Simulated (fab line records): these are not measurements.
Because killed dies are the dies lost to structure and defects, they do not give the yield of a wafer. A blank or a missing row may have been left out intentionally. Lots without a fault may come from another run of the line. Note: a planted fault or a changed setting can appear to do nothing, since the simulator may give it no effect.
Chamber matching -- flow nand_harc -- NHARC_A_STAIRCASE_TRIM_187 on rie_diel-06: 4 sister chambers
The step chemistry O2, time 211.2 s. 18 wafers are shown with their chamber, then 8 later ones without.

EACH WAFER AND ITS CHAMBER
wafer,chamber,showerhead_plenum_p_Torr (Torr),drypump_motor_current_A (A),oes_product_au (a.u.)
L078.1,2,3.34,5.71,1.000
L078.3,0,3.31,5.58,1.011
L078.4,3,3.65,5.75,1.025
L080.2,0,3.30,5.58,1.001
L080.5,1,3.34,6.19,1.007
L087.2,3,3.64,5.76,1.001
L087.4,1,3.33,6.26,0.999
L087.5,2,3.33,5.72,0.990
L085.1,1,3.33,6.26,1.001
L085.2,2,3.33,5.72,0.995
L085.3,0,3.30,5.62,0.998
L089.3,3,3.63,5.74,1.007
L089.5,0,3.29,5.59,0.999
L089.6,3,3.63,5.75,1.010
L091.3,3,3.63,5.76,1.004
L091.4,0,3.29,5.61,0.981
L091.5,1,3.33,6.25,1.006
L092.3,0,3.29,5.61,0.994

SIGNATURES (means of the wafers above)
reading,chamber 0,chamber 1,chamber 2,chamber 3,scatter within a chamber
showerhead_plenum_p_Torr,3.2967,3.3325,3.3333,3.6360,0.00754
drypump_motor_current_A,5.5983,6.2400,5.7167,5.7520,0.0193
oes_product_au,0.99733,1.00325,0.99500,1.00940,0.00813
Rule: for each reading, subtract the chamber's mean from the wafer's reading, divide by that reading's scatter and square the result; add these up over the readings and take the root, which gives the wafer's distance from the chamber. If the next closest chamber is less than 2 further off than the closest, the wafer can't be placed; otherwise it belongs to the closest. How the scatter is found: for the shown wafers, subtract from each reading the mean of its chamber, square and add these, divide the total by (wafers less chambers), then take the root.

WAFERS WITHOUT THEIR CHAMBER
wafer,showerhead_plenum_p_Torr (Torr),drypump_motor_current_A (A),oes_product_au (a.u.)
L092.5,3.29,5.58,1.006
L092.6,3.63,5.75,1.019
L097.1,3.32,6.24,1.001
L097.2,3.62,5.76,1.005
L097.6,3.32,6.24,0.991
L096.2,3.62,5.76,0.998
L096.4,3.32,6.26,1.000
L096.5,3.28,5.62,1.010

EACH ONE'S CHAMBER
wafer,from the rows above,in truth
L092.5,0,0
L092.6,3,3
L097.1,1,1
L097.2,3,3
L097.6,1,1
L096.2,3,3
L096.4,1,1
L096.5,0,0
8 of 8 placed correctly. Not placeable from these rows: 0. 0 placed wrongly.
